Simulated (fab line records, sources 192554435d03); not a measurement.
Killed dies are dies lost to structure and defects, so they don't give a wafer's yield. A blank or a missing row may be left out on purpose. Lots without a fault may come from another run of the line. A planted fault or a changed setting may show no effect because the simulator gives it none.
fab line records | flow n5_finfet
record lots=5 wafers=15 last_day=18
route steps=1938 shown BEOL_M7@1326 BEOL_M8@1332
lots that met no fault: from a run of the same line without faults
start_h: hours from the record's first day to the start of the lot's first wafer shown | wait_h: hours since the lot's step before | " the same as in the row above | L1.1+2: a row that stands for several wafers | - no value, or no start given | * or withheld: withheld | < > ~ a bound
route shown NAME@n: a module of which the file shows steps, and the number in the route of the first | usual: mean/standard deviation of fault-free wafers | same: alike in all rows | chamber/n: place in a boat | sites: the reading at each site | _std_site: their standard deviation | _edge_site: outer sites' mean less inner sites' | radius_mm: how far each site lies from the wafer's centre | mask NAME#n: copy n | behind: the tool/chamber that last shaped the wafer | hold: why the lot was held/for how many hours/how that ended | device: the transistor (n, p or np) that didn't switch | end of line: the same wafers' tests at the end of the route | a step without rows: its recipe alone | killed: dies lost to structure and defects at the first sort, not the wafer's yield | map: a wafer's dies, x killed, . not, _ none there
set.NAME: the setting as run; set.NAME@STEP: as run at that earlier step | model.NAME: the simulator's own value behind a step, which no gauge read
lots at some steps of the route; a table a step, a row a wafer
services: from which hour (start_h, from the record's first day; less than 0 if before it) a tool's chamber was out of use, for how many hours, and why
## steps
# step N5_BEOL_M7_CMP_52
# recipe stop_on=SiCOH_lowk t_overpolish_s=6.9 down_force_psi=1 platen_rpm=50 clearing_platen_down_force_psi=1.5 clearing_platen_rpm=50 post_cmp_clean=cu_alkaline target_thk_nm=80 clearing_platen_pad_velocity_m_s=0.99484 pad_velocity_m_s=0.99484
# usual barrier_field_endpoint_s=28.6/0.61 edge_zone_pressure_frac=1.000/0.0055 motor_current_A=5.9/0.35 overpolish_run_s=6.901/0.0082 retaining_ring_pressure_frac=1.000/0.0048 slurry_flow_ml_min=150.1/0.47 time_to_endpoint_s=61.1/2.2
# columns lot.wafer tool chamber start_h wait_h barrier_field_endpoint_s edge_zone_pressure_frac motor_current_A overpolish_run_s retaining_ring_pressure_frac slurry_flow_ml_min time_to_endpoint_s
L076.4 cmp-03 0 244.17 0.1 28.5 1.001 7.1 6.900 0.993 150.0 63.5
L076.1 " 1 " " 28.2 0.998 5.6 6.881 1.002 149.9 61.5
L076.6 " 1 " " 28.8 1.000 5.9 6.897 1.006 149.3 65.3
L080.2 cmp-01 3 270.35 0.2 28.2 0.995 6.0 6.901 1.000 150.7 59.4
L080.1 " 1 " " 28.6 0.989 6.0 6.905 0.994 150.0 64.0
L080.5 " 2 " " 28.9 1.000 5.8 6.902 0.992 150.6 62.7
L084.2 cmp-01 0 292.68 0.3 28.0 1.000 5.7 6.882 1.001 150.3 59.0
L084.6 " 2 " " 28.3 0.996 6.1 6.910 1.000 149.3 58.6
L084.5 " 3 " " 28.1 1.000 5.9 6.910 1.000 149.6 58.5
L086.1 cmp-01 3 316.93 0.3 27.0 0.997 5.6 6.892 1.001 150.4 57.9
L086.3 " 2 " " 28.5 0.991 5.6 6.907 0.997 149.7 60.1
L086.5 " 3 " " 28.5 1.000 5.9 6.900 1.004 150.2 56.4
L094.1 cmp-01 2 366.66 0.3 28.7 1.005 6.1 6.899 1.006 150.1 64.0
L094.4 " 0 " " 27.7 1.004 5.9 6.898 0.992 149.9 57.5
L094.6 " 2 " " 29.5 1.003 6.0 6.883 1.007 149.8 63.2
# step N5_BEOL_M7_THK_MEAS_53
# recipe thk_meas_gauge=xrf reads=Cu_of_BEOL_M7_ECD_50
# usual M7_THK=79.2/1.6
# columns lot.wafer tool chamber start_h wait_h M7_THK[nm]
L076.1 film_metro-01 - 244.46 - 77.1
L076.4 " - " " 79.1
L076.6 " - " " 79.8
L080.1 film_metro-01 - 270.60 - 80.8
L080.2 " - " " 81.4
L080.5 " - " " 80.3
L084.2 film_metro-01 - 292.90 - 78.8
L084.5 " - " " 76.2
L084.6 " - " " 79.2
L086.1 film_metro-02 - 317.22 - 78.1
L086.3 " - " " 78.4
L086.5 " - " " 78.0
L094.1 film_metro-01 - 366.95 - 77.6
L094.4 " - " " 80.0
L094.6 " - " " 81.2
# step N5_BEOL_M7_PRE_CLEAN_55
# recipe gas=NH3 time_s=15 temp_c=withheld rf_power_w=300
# columns lot.wafer tool chamber start_h wait_h
L076.1+4+6 pecvd-01 1,0,1 244.50 0.0
L080.1+2+5 pecvd-02 2,1,1 270.64 0.0
L084.2+5+6 pecvd-01 1,2,1 292.94 0.0
L086.1+3+5 pecvd-02 1,2,2 317.26 0.0
L094.1+4+6 pecvd-03 0,2,2 366.99 0.0
# step N5_BEOL_M7_DEP_56
# recipe material=SiCN target_thk_a=100 temp_c=withheld precursor=3MS/NH3 pressure_torr=3 rf_w=202 time_s=17.5
# usual showerhead_plenum_p_Torr=3.666/0.0096 throttle_valve_pct=9.1/0.6
# columns lot.wafer tool chamber start_h wait_h showerhead_plenum_p_Torr throttle_valve_pct
L076.1 pecvd-01 1 244.53 0.0 3.668 9.4
L076.4 " 0 " " 3.647 8.7
L076.6 " 1 " " 3.667 9.3
L080.1 pecvd-02 2 270.67 0.0 3.679 8.8
L080.2 " 1 " " 3.676 9.8
L080.5 " 1 " " 3.670 9.8
L084.2 pecvd-01 1 292.96 0.0 3.665 9.1
L084.5 " 2 " " 3.681 8.3
L084.6 " 1 " " 3.657 9.1
L086.1 pecvd-02 1 317.29 0.0 3.674 9.6
L086.3 " 2 " " 3.669 8.9
L086.5 " 2 " " 3.677 8.4
L094.1 pecvd-03 0 367.02 0.0 3.668 10.0
L094.4 " 2 " " 3.657 8.5
L094.6 " 2 " " 3.674 8.5
# step N5_BEOL_M7_RS_MEAS_57
# recipe thk_meas_gauge=four-point-probe reads=Cu_of_BEOL_M7_ECD_50+Co_of_BEOL_M7_CVD_78+TaN_of_BEOL_M7_ALD_77
# usual M7_RS=0.290/0.0061
# columns lot.wafer tool chamber start_h wait_h M7_RS[ohm/sq]
L076.1 film_metro-01 - 244.59 0.1 0.299
L076.4 " - " " 0.291
L076.6 " - " " 0.287
L080.1 film_metro-02 - 270.73 0.1 0.287
L080.2 " - " " 0.285
L080.5 " - " " 0.291
L084.2 film_metro-02 - 293.03 0.1 0.290
L084.5 " - " " 0.302
L084.6 " - " " 0.288
L086.1 film_metro-02 - 317.37 0.1 0.296
L086.3 " - " " 0.297
L086.5 " - " " 0.297
L094.1 film_metro-01 - 367.11 0.1 0.298
L094.4 " - " " 0.289
L094.6 " - " " 0.286
# step N5_BEOL_M7_INSPECT_58
# recipe inspect_instrument=darkfield mode=post_dep
# usual raw_defect_count=62/25
# columns lot.wafer tool chamber start_h wait_h raw_defect_count
L076.1 defect_inspect-01 - 244.62 0.0 55
L076.4 " - " " 65
L076.6 " - " " 51
L080.1 defect_inspect-01 - 270.76 0.0 37
L080.2 " - " " 63
L080.5 " - " " 39
L084.2 defect_inspect-02 - 293.06 0.0 58
L084.5 " - " " 60
L084.6 " - " " 41
L086.1 defect_inspect-01 - 317.39 0.0 58
L086.3 " - " " 57
L086.5 " - " " 68
L094.1 defect_inspect-01 - 367.14 0.0 55
L094.4 " - " " 110
L094.6 " - " " 89
# step N5_BEOL_M8_ILD_DEP_00
# recipe material=SiCOH_lowk target_thk_a=1797.5 temp_c=300 precursor=DEMS/porogen pressure_torr=5 rf_w=500 time_s=33.4
# usual heater_power_w=315/49 showerhead_plenum_p_Torr=5.748/0.013 throttle_valve_pct=13.9/0.93
# columns lot.wafer tool chamber start_h wait_h heater_power_w showerhead_plenum_p_Torr throttle_valve_pct
L076.1 pecvd-02 0 244.66 0.0 247 5.726 15.0
L076.4 " 0 " " 257 5.763 15.0
L076.6 " 1 " " 301 5.738 14.9
L080.1 pecvd-04 1 270.80 0.0 288 5.751 13.0
L080.2 " 0 " " 321 5.731 14.7
L080.5 " 2 " " 280 5.761 13.0
L084.2 pecvd-03 2 293.09 0.0 283 5.742 12.9
L084.5 " 0 " " 337 5.749 15.2
L084.6 " 2 " " 286 5.737 13.1
L086.1 pecvd-04 0 317.43 0.0 251 5.737 14.6
L086.3 " 1 " " 306 5.768 13.1
L086.5 " 1 " " 316 5.770 13.1
L094.1 pecvd-04 1 367.17 0.0 317 5.783 12.9
L094.4 " 2 " " 304 5.745 13.4
L094.6 " 0 " " 247 5.739 14.6
# step N5_BEOL_M8_CURE_74
# recipe temp_c=385 time_s=240 ambient=He/Ar material=SiCOH_lowk
# usual lamp_power_pct=52.31/0.054 wafer_temp_C_max=387.3/0.67
# columns lot.wafer tool chamber start_h wait_h lamp_power_pct wafer_temp_C_max
L076.1 uv_cure-03 0 244.78 0.1 52.32 387.5
L076.4 " 0 " " 52.35 387.7
L076.6 " 0 " " 52.24 387.9
L080.1 uv_cure-02 0 270.86 0.0 52.35 386.0
L080.2 " 0 " " 52.32 386.3
L080.5 " 0 " " 52.26 386.3
L084.2 uv_cure-02 2 293.32 0.2 52.24 387.9
L084.5 " 2 " " 52.30 386.8
L084.6 " 2 " " 52.22 386.6
L086.1 uv_cure-01 1 317.50 0.0 52.36 388.1
L086.3 " 1 " " 52.32 388.4
L086.5 " 1 " " 52.29 388.3
L094.1 uv_cure-03 1 367.24 0.0 52.28 386.6
L094.4 " 1 " " 52.26 386.1
L094.6 " 1 " " 52.24 387.3
# step N5_BEOL_M8_THK_MEAS_01
# recipe reads=SiCOH_lowk_of_BEOL_M8_ILD_DEP_00
# usual M8_ILD_THK=154.5/1.7
# columns lot.wafer tool chamber start_h wait_h M8_ILD_THK[nm]
L076.1 film_metro-01 - 245.29 0.4 153.5
L076.4 " - " " 155.6
L076.6 " - " " 154.2
L080.1 film_metro-02 - 271.37 0.4 154.3
L080.2 " - " " 153.0
L080.5 " - " " 155.2
L084.2 film_metro-01 - 294.15 0.7 154.8
L084.5 " - " " 157.4
L084.6 " - " " 158.2
L086.1 film_metro-02 - 318.01 0.4 154.4
L086.3 " - " " 154.0
L086.5 " - " " 155.8
L094.1 film_metro-01 - 367.75 0.4 154.2
L094.4 " - " " 155.2
L094.6 " - " " 156.6
# step N5_BEOL_M8_PECVD_70
# recipe material=SiO2 target_thk_a=200 temp_c=400 precursor=TEOS/O2 pressure_torr=5.5 rf_w=450 teos_flow_sccm=53.8 gas=O2 flow_sccm=3000 time_s=22.7
# usual heater_power_w=730/110 showerhead_plenum_p_Torr=8.81/0.032 throttle_valve_pct=22.7/1.6
# columns lot.wafer tool chamber start_h wait_h heater_power_w showerhead_plenum_p_Torr throttle_valve_pct
L076.1 pecvd-02 0 245.33 0.0 612 8.83 24.7
L076.4 " 0 " " 591 8.82 24.6
L076.6 " 2 " " 680 8.80 21.0
L080.1 pecvd-04 1 271.41 0.0 783 8.89 20.9
L080.2 " 2 " " 673 8.82 21.4
L080.5 " 1 " " 761 8.90 21.0
L084.2 pecvd-03 0 294.19 0.0 802 8.76 24.9
L084.5 " 0 " " 789 8.78 24.7
L084.6 " 1 " " 942 8.78 22.1
L086.1 pecvd-02 0 318.05 0.0 541 8.80 24.5
L086.3 " 1 " " 671 8.80 24.1
L086.5 " 1 " " 701 8.82 23.8
L094.1 pecvd-02 1 367.79 0.0 641 8.81 24.0
L094.4 " 2 " " 672 8.83 20.9
L094.6 " 0 " " 610 8.80 24.6
# step N5_BEOL_M8_HM_DEP_02
# recipe material=TiN target_thk_a=200 temp_c=25 chamber_pressure_pa=0.49996
# usual throttle_valve_pct=30.2/1.5
# columns lot.wafer tool chamber start_h wait_h throttle_valve_pct
L076.1 pvd_sputter-01 - 247.11 1.8 28.1
L076.4 " - " " 29.6
L076.6 " - " " 32.9
L080.1 pvd_sputter-02 - 273.11 1.7 29.5
L080.2 " - " " 32.2
L080.5 " - " " 29.2
L084.2 pvd_sputter-02 - 296.13 1.9 29.2
L084.5 " - " " 29.5
L084.6 " - " " 32.5
L086.1 pvd_sputter-02 - 319.16 1.1 29.5
L086.3 " - " " 32.3
L086.5 " - " " 29.2
L094.1 pvd_sputter-01 - 368.87 1.1 28.3
L094.4 " - " " 29.8
L094.6 " - " " 29.2
# step N5_BEOL_M8_COAT_59
# recipe resist=SOC temp_c=250 time_s=60 spin_rpm=1500 resist_thk_nm=100
# usual chill_plate_temp_C=22.99/0.1 exhaust_pa=45.0/0.93 resist_line_temp_C=23.03/0.11
# columns lot.wafer tool chamber start_h wait_h chill_plate_temp_C exhaust_pa resist_line_temp_C
L076.1 litho_track-01 0 247.24 0.1 23.03 46.2 22.95
L076.4 " 0 " " 22.83 46.9 23.07
L076.6 " 0 " " 22.92 46.1 23.06
L080.1 litho_track-04 0 273.23 0.1 22.93 44.0 23.26
L080.2 " 0 " " 23.14 44.0 23.06
L080.5 " 0 " " 22.99 43.2 23.06
L084.2 litho_track-04 0 296.26 0.1 22.98 44.1 23.21
L084.5 " 0 " " 22.91 44.7 23.12
L084.6 " 0 " " 22.80 44.6 23.14
L086.1 litho_track-05 0 319.28 0.1 22.96 45.8 23.01
L086.3 " 0 " " 23.03 47.2 23.11
L086.5 " 0 " " 23.00 45.0 22.93
L094.1 litho_track-05 0 368.99 0.1 23.08 43.6 23.04
L094.4 " 0 " " 23.19 44.2 22.98
L094.6 " 0 " " 23.06 45.2 22.93
# step N5_BEOL_M8_COAT_60
# recipe resist=SiARC temp_c=220 time_s=60 spin_rpm=1500 resist_thk_nm=35
# usual chill_plate_temp_C=22.98/0.1 exhaust_pa=45.0/0.92 resist_line_temp_C=22.99/0.1
# columns lot.wafer tool chamber start_h wait_h chill_plate_temp_C exhaust_pa resist_line_temp_C
L076.1 litho_track-01 0 - - 22.95 44.5 22.97
L076.4 " 0 " " 22.89 44.8 23.08
L076.6 " 0 " " 22.94 44.0 22.98
L080.1 litho_track-04 0 - - 22.91 45.2 22.82
L080.2 " 0 " " 23.00 44.3 22.73
L080.5 " 0 " " 22.85 47.2 22.84
L084.2 litho_track-04 0 - - 23.08 44.4 22.91
L084.5 " 0 " " 22.92 43.6 22.86
L084.6 " 0 " " 22.95 43.2 22.74
L086.1 litho_track-05 0 - - 23.24 45.2 23.06
L086.3 " 0 " " 23.08 45.2 23.21
L086.5 " 0 " " 23.09 45.2 23.00
L094.1 litho_track-05 0 - - 22.92 44.2 22.85
L094.4 " 0 " " 22.91 46.8 23.06
L094.6 " 0 " " 22.90 45.1 23.00
# step N5_BEOL_M8_COAT_05
# recipe resist=CAR-ArF spin_rpm=1500 resist_thk_nm=90
# usual chill_plate_temp_C=22.99/0.1 exhaust_pa=45.1/0.91 resist_line_temp_C=23.00/0.1
# columns lot.wafer tool chamber start_h wait_h chill_plate_temp_C exhaust_pa resist_line_temp_C
L076.1 litho_track-01 0 - - 23.11 43.6 23.00
L076.4 " 0 " " 23.01 45.0 23.12
L076.6 " 0 " " 23.11 44.7 23.07
L080.1 litho_track-04 0 - - 22.98 45.8 22.94
L080.2 " 0 " " 23.07 45.6 23.15
L080.5 " 0 " " 23.04 45.0 23.15
L084.2 litho_track-04 0 - - 22.94 46.4 23.10
L084.5 " 0 " " 22.84 46.0 23.08
L084.6 " 0 " " 22.90 46.7 23.06
L086.1 litho_track-05 0 - - 23.02 45.5 22.98
L086.3 " 0 " " 22.95 46.2 22.85
L086.5 " 0 " " 23.06 45.6 22.81
L094.1 litho_track-05 0 - - 22.98 45.4 23.06
L094.4 " 0 " " 22.94 45.2 22.82
L094.6 " 0 " " 22.93 44.8 22.94
# step N5_BEOL_M8_EBR_07
# recipe solvent=PGMEA ebr_width_mm=1.5
# usual chill_plate_temp_C=22.99/0.1 exhaust_pa=45.0/0.9 resist_line_temp_C=22.98/0.099
# same ebr_width_mm=1.5
# columns lot.wafer tool chamber start_h wait_h chill_plate_temp_C exhaust_pa resist_line_temp_C
L076.1 litho_track-01 0 - - 22.88 44.7 23.04
L076.4 " 0 " " 22.98 43.7 23.11
L076.6 " 0 " " 22.89 45.6 22.92
L080.1 litho_track-04 0 - - 23.12 44.9 23.03
L080.2 " 0 " " 23.04 45.3 23.21
L080.5 " 0 " " 23.03 44.2 22.97
L084.2 litho_track-04 0 - - 22.94 44.4 22.78
L084.5 " 0 " " 23.08 43.9 23.01
L084.6 " 0 " " 22.89 44.6 22.99
L086.1 litho_track-05 0 - - 23.16 45.2 22.94
L086.3 " 0 " " 23.23 45.3 23.02
L086.5 " 0 " " 23.00 44.4 22.87
L094.1 litho_track-05 0 - - 23.02 43.1 23.04
L094.4 " 0 " " 22.93 44.0 23.01
L094.6 " 0 " " 22.91 45.1 22.96
# step N5_BEOL_M8_SOFTBAKE_06
# recipe temp_c=110 time_s=60 resist=CAR-ArF
# usual chill_plate_temp_C=23.00/0.094 exhaust_pa=44.9/0.92 resist_line_temp_C=23.01/0.1
# columns lot.wafer tool chamber start_h wait_h chill_plate_temp_C exhaust_pa resist_line_temp_C
L076.1 litho_track-01 0 - - 23.01 46.3 23.08
L076.4 " 0 " " 23.11 45.3 23.07
L076.6 " 0 " " 22.94 45.5 22.99
L080.1 litho_track-04 0 - - 23.02 45.2 23.13
L080.2 " 0 " " 23.09 44.9 23.32
L080.5 " 0 " " 22.98 45.9 23.14
L084.2 litho_track-04 0 - - 23.01 45.3 22.83
L084.5 " 0 " " 23.02 44.7 22.87
L084.6 " 0 " " 23.06 43.7 23.16
L086.1 litho_track-05 0 - - 22.90 43.7 23.01
L086.3 " 0 " " 22.95 44.3 22.86
L086.5 " 0 " " 23.00 44.2 23.06
L094.1 litho_track-05 0 - - 23.14 44.4 22.95
L094.4 " 0 " " 23.01 44.8 23.04
L094.6 " 0 " " 23.05 45.0 22.91
# step N5_BEOL_M8_EXPOSE_08
# recipe mask_id=M8 na=1.35 source_shape=dipole sigma_inner=0.817 sigma_outer=0.97 polarization=te dose_mj=68.25
# columns lot.wafer tool chamber start_h wait_h mask
L076.1+4+6 arfi_scanner-01 0 247.51 - M8#0
L080.1+2+5 arfi_scanner-02 0 273.48 - M8#0
L084.2+5+6 arfi_scanner-02 0 296.39 - M8#0
L086.1+3+5 arfi_scanner-02 0 319.53 - M8#0
L094.1+4+6 arfi_scanner-02 0 369.24 - M8#0
# step N5_BEOL_M8_PEB_09
# recipe peb_temp_c=withheld peb_time_s=60 resist=CAR-ArF
# usual chill_plate_temp_C=22.99/0.097 exhaust_pa=45.3/0.85 resist_line_temp_C=22.98/0.11
# columns lot.wafer tool chamber start_h wait_h chill_plate_temp_C exhaust_pa resist_line_temp_C
L076.1 litho_track-05 0 247.57 0.1 22.99 45.2 23.13
L076.4 " 0 " " 22.99 45.6 22.96
L076.6 " 0 " " 22.91 45.8 23.14
L080.1 litho_track-04 0 273.54 0.1 23.13 44.5 22.90
L080.2 " 0 " " 23.05 44.8 22.89
L080.5 " 0 " " 22.98 46.3 22.86
L084.2 litho_track-01 0 296.44 0.0 23.14 44.6 23.22
L084.5 " 0 " " 23.04 44.4 23.14
L084.6 " 0 " " 23.10 44.5 23.03
L086.1 litho_track-01 0 319.59 0.1 23.18 46.4 22.86
L086.3 " 0 " " 23.02 44.5 23.08
L086.5 " 0 " " 22.98 45.7 23.02
L094.1 litho_track-01 0 369.30 0.1 23.11 45.6 22.99
L094.4 " 0 " " 22.95 46.0 22.93
L094.6 " 0 " " 23.06 45.2 23.08
# step N5_BEOL_M8_DEVELOP_10
# recipe develop_time_s=30 developer=TMAH resist=CAR-ArF rinse_liquid=diw dry=air_spin dev_temp_c=23
# usual chill_plate_temp_C=22.99/0.11 exhaust_pa=45.2/0.87 resist_line_temp_C=23.02/0.11
# columns lot.wafer tool chamber start_h wait_h chill_plate_temp_C exhaust_pa resist_line_temp_C
L076.1 litho_track-05 0 - - 23.04 45.0 23.06
L076.4 " 0 " " 23.13 44.6 23.12
L076.6 " 0 " " 22.99 45.3 23.14
L080.1 litho_track-04 0 - - 23.02 46.8 23.05
L080.2 " 0 " " 22.98 47.2 23.02
L080.5 " 0 " " 22.96 45.8 22.91
L084.2 litho_track-01 0 - - 22.93 46.4 23.08
L084.5 " 0 " " 22.79 45.8 22.91
L084.6 " 0 " " 23.05 46.4 23.00
L086.1 litho_track-01 0 - - 22.93 45.5 22.99
L086.3 " 0 " " 23.19 44.2 22.98
L086.5 " 0 " " 23.03 45.1 23.12
L094.1 litho_track-01 0 - - 22.95 45.4 23.01
L094.4 " 0 " " 22.96 47.1 22.99
L094.6 " 0 " " 23.00 44.9 23.13
# step N5_BEOL_M8_CD_MEAS_11
# recipe target_cd_nm=38.5 landing_energy_ev=500 detector=se_inlens polarity=opening
# usual cd_nm=38.6/0.41
# columns lot.wafer tool chamber start_h wait_h cd_nm
L076.1 cd_sem-01 0 247.64 - 38.8
L076.4 " 0 " " 38.2
L076.6 " 0 " " 38.8
L080.1 cd_sem-02 0 273.60 - 38.9
L080.2 " 0 " " 38.3
L080.5 " 0 " " 38.6
L084.2 cd_sem-02 0 296.51 - 38.8
L084.5 " 0 " " 38.9
L084.6 " 0 " " 39.3
L086.1 cd_sem-03 0 319.65 - 38.8
L086.3 " 0 " " 38.6
L086.5 " 0 " " 38.6
L094.1 cd_sem-03 0 369.37 - 39.0
L094.4 " 0 " " 38.2
L094.6 " 0 " " 38.6
# step N5_BEOL_M8_OVL_MEAS_12
# recipe points_per_wafer=44
# usual M8_OVL=0.1/0.71
# columns lot.wafer tool chamber start_h wait_h M8_OVL[nm]
L076.1 overlay-02 0 247.67 0.0 0.2
L076.4 " 0 " " -0.6
L076.6 " 0 " " -0.6
L080.1 overlay-02 0 273.64 0.0 0.4
L080.2 " 0 " " -0.4
L080.5 " 0 " " 0.4
L084.2 overlay-01 0 296.54 0.0 0.2
L084.5 " 0 " " 0.1
L084.6 " 0 " " -1.1
L086.1 overlay-01 0 319.69 0.0 -0.6
L086.3 " 0 " " -0.8
L086.5 " 0 " " -1.0
L094.1 overlay-01 0 369.40 0.0 0.4
L094.4 " 0 " " 1.2
L094.6 " 0 " " 1.1
# step N5_BEOL_M8_INSPECT_13
# recipe mode=adi inspect_instrument=brightfield
# usual raw_defect_count=399/99
# columns lot.wafer tool chamber start_h wait_h raw_defect_count
L076.1 defect_inspect-02 - 247.70 0.0 512
L076.4 " - " " 330
L076.6 " - " " 251
L080.1 defect_inspect-02 - 273.66 0.0 394
L080.2 " - " " 339
L080.5 " - " " 428
L084.2 defect_inspect-02 - 296.56 0.0 383
L084.5 " - " " 265
L084.6 " - " " 171
L086.1 defect_inspect-02 - 319.71 0.0 384
L086.3 " - " " 469
L086.5 " - " " 344
L094.1 defect_inspect-02 - 369.42 0.0 322
L094.4 " - " " 703
L094.6 " - " " 509
# step N5_BEOL_M8_DESCUM_16
# recipe chemistry=O2 time_s=7.9 source_power_w=50 bias_power_w=20 pressure_mtorr=20 rf_frequency_hz=2.712e+07 temp_c=40 resist=CAR-ArF o2_flow_sccm=225
# usual drypump_motor_current_A=5.49/0.21 oes_product_au=0.77/0.078 rf_vpp_V=242.9/1.4 showerhead_plenum_p_Torr=2.08/0.077 temp_c=40.00/0.13 throttle_valve_pct=20.45/0.25
# columns lot.wafer tool chamber start_h wait_h drypump_motor_current_A oes_product_au rf_hours_counter_h rf_vpp_V showerhead_plenum_p_Torr temp_c throttle_valve_pct
L076.1 rie_diel-06 2 248.23 0.5 5.28 0.71 216 241.4 2.07 40.21 20.23
L076.4 " 1 " " 5.89 0.78 109 243.4 2.10 39.94 19.97
L076.6 " 3 " " 5.30 0.78 - 243.9 2.10 39.88 20.60
L080.1 rie_diel-03 3 273.70 0.0 5.32 0.83 76 244.6 2.12 39.97 20.72
L080.2 " 2 " " 5.61 0.72 175 240.5 1.90 40.01 20.43
L080.5 " 0 " " 5.43 0.71 - 243.8 2.08 40.03 20.45
L084.2 rie_diel-03 0 296.64 0.1 5.42 0.70 202 243.9 2.08 39.89 20.47
L084.5 " 0 " " 5.43 0.70 - 243.0 2.08 39.71 20.47
L084.6 " 2 " " 5.60 0.72 - 241.8 1.90 40.00 20.44
L086.1 rie_diel-06 1 319.74 0.0 5.84 0.74 140 242.7 2.09 40.13 20.00
L086.3 " 2 " " 5.29 0.69 234 243.5 2.07 39.98 20.25
L086.5 " 2 " " 5.29 0.69 - 243.3 2.07 40.01 20.29
L094.1 rie_diel-03 2 369.45 0.0 5.61 0.70 211 240.0 1.89 40.15 20.47
L094.4 " 1 " " 5.45 0.80 103 243.9 2.10 39.88 20.10
L094.6 " 3 " " 5.28 0.79 - 243.3 2.11 39.67 20.77
# step N5_BEOL_M8_ETCH_61
# recipe chemistry=CF4 target=SiARC target_depth_a=455 mask_material=CAR-ArF time_s=75.8 ion_energy_ev=80 pressure_mtorr=40 source_w=545 bias_w=36 Ar_flow_sccm=100 cf4_flow_sccm=100 ends=cleared
# usual drypump_motor_current_A=5.49/0.2 etch_rf_on_time_s=76.4/1.1 oes_product_au=0.65/0.066 rf_vpp_V=183.7/1.2 showerhead_plenum_p_Torr=2.13/0.072 throttle_valve_pct=15.65/0.22
# columns lot.wafer tool chamber start_h wait_h drypump_motor_current_A etch_rf_on_time_s oes_product_au rf_hours_counter_h rf_vpp_V showerhead_plenum_p_Torr throttle_valve_pct
L076.1 rie_diel-06 2 248.27 0.0 5.27 76.6 0.60 216 183.0 2.12 15.48
L076.4 " 1 " " 5.83 76.0 0.66 109 184.5 2.16 15.28
L076.6 " 3 " " 5.33 76.8 0.65 - 184.9 2.14 15.74
L080.1 rie_diel-03 3 273.73 0.0 5.32 75.6 0.71 76 185.1 2.16 15.81
L080.2 " 2 " " 5.61 77.1 0.62 175 182.5 1.97 15.74
L080.5 " 0 " " 5.46 76.9 0.60 - 183.0 2.13 15.69
L084.2 rie_diel-03 0 296.68 0.0 5.46 77.5 0.59 202 182.9 2.13 15.70
L084.5 " 0 " " 5.44 78.0 0.60 - 184.2 2.13 15.68
L084.6 " 2 " " 5.62 77.3 0.61 - 180.6 1.97 15.76
L086.1 rie_diel-06 1 319.78 0.0 5.86 75.8 0.64 140 183.8 2.15 15.34
L086.3 " 2 " " 5.28 75.9 0.59 234 183.8 2.12 15.53
L086.5 " 2 " " 5.26 75.4 0.59 - 184.8 2.12 15.54
L094.1 rie_diel-03 2 369.49 0.0 5.60 76.2 0.60 211 183.6 1.96 15.81
L094.4 " 1 " " 5.44 75.7 0.69 103 184.4 2.15 15.30
L094.6 " 3 " " 5.31 76.1 0.67 - 183.8 2.15 15.89
# step N5_BEOL_M8_ETCH_62
# recipe chemistry=N2/H2 target=SOC target_depth_a=1100 overetch_a=220 mask_material=SiARC temp_c=40 time_s=165 ion_energy_ev=200 pressure_mtorr=30 source_w=840 bias_w=150 n2_flow_sccm=200 h2_flow_sccm=200
# usual drypump_motor_current_A=5.50/0.21 n2_flow_sccm=200.0/0.6 oes_product_au=0.65/0.063 rf_vpp_V=523.3/2.7 showerhead_plenum_p_Torr=2.52/0.09 temp_c=39.99/0.14 throttle_valve_pct=17.85/0.2
# columns lot.wafer tool chamber start_h wait_h drypump_motor_current_A n2_flow_sccm oes_product_au rf_hours_counter_h rf_vpp_V showerhead_plenum_p_Torr temp_c throttle_valve_pct
L076.1 rie_diel-06 2 248.32 0.0 5.28 200.6 0.59 216 523.0 2.51 39.98 17.66
L076.4 " 1 " " 5.88 199.8 0.65 109 525.4 2.56 39.94 17.50
L076.6 " 3 " " 5.31 199.5 0.65 - 523.9 2.55 40.05 18.03
L080.1 rie_diel-03 3 273.79 0.0 5.30 200.0 0.69 76 523.6 2.57 39.87 18.03
L080.2 " 2 " " 5.60 200.1 0.62 175 516.7 2.33 39.95 17.88
L080.5 " 0 " " 5.43 201.1 0.60 - 523.6 2.53 39.93 17.80
L084.2 rie_diel-03 0 296.74 0.0 5.46 200.5 0.60 202 524.5 2.53 39.76 17.81
L084.5 " 0 " " 5.48 199.7 0.61 - 522.0 2.53 39.98 17.81
L084.6 " 2 " " 5.59 200.3 0.61 - 518.3 2.32 39.98 17.87
L086.1 rie_diel-06 1 319.83 0.0 5.88 198.2 0.64 141 522.8 2.55 39.88 17.57
L086.3 " 2 " " 5.28 199.5 0.59 234 523.6 2.51 40.15 17.70
L086.5 " 2 " " 5.28 201.0 0.59 - 524.5 2.51 40.25 17.71
L094.1 rie_diel-03 2 369.55 0.0 5.59 200.5 0.59 211 518.2 2.31 40.00 17.93
L094.4 " 1 " " 5.46 199.6 0.68 103 524.9 2.55 39.92 17.53
L094.6 " 3 " " 5.31 199.1 0.67 - 523.8 2.55 39.85 18.08
# step N5_BEOL_M8_STRIP_68
# recipe chemistry=N2/H2 temp_c=40 n2_flow_sccm=200 h2_flow_sccm=200 rf_frequency_hz=6e+07
# columns lot.wafer tool chamber start_h wait_h
L076.1+4+6 rie_diel-06 2,1,3 248.46 0.1
L080.1+2+5 rie_diel-03 3,2,0 273.92 0.1
L084.2+5+6 rie_diel-03 0,0,2 296.87 0.1
L086.1+3+5 rie_diel-06 1,2,2 319.97 0.1
L094.1+4+6 rie_diel-03 2,2,0 369.68 0.1
## services
# columns tool chamber start_h hours kind
arfi_scanner-02 - 224.84 1.3 pm
cmp-01 - 225.37 0.7 repair
pecvd-02 2 255.76 6.7 repair
pecvd-03 1 271.19 2.1 repair
cmp-01 - 275.16 0.4 repair
arfi_scanner-02 - 275.83 1.0 pm
pecvd-01 1 276.93 5.8 repair
pecvd-03 0 276.97 8.1 repair
arfi_scanner-02 - 280.45 0.6 repair
rie_diel-06 2 285.04 20.5 repair
arfi_scanner-02 - 288.97 1.0 pm
pecvd-04 - 289.99 14.6 pm
rie_diel-03 1 290.99 9.8 repair
rie_diel-06 0 300.01 1.3 repair
rie_diel-06 3 303.75 16.3 repair
cmp-01 - 304.45 6.7 pm
pecvd-04 - 309.82 0.5 repair
rie_diel-06 2 311.68 4.3 repair
cmp-01 - 312.79 1.2 repair
rie_diel-06 - 315.30 0.9 repair
arfi_scanner-02 - 338.13 3.1 pm
cmp-01 - 345.68 4.3 repair
arfi_scanner-02 - 346.60 0.8 pm
rie_diel-03 1 369.64 16.3 repair
## key
fault none
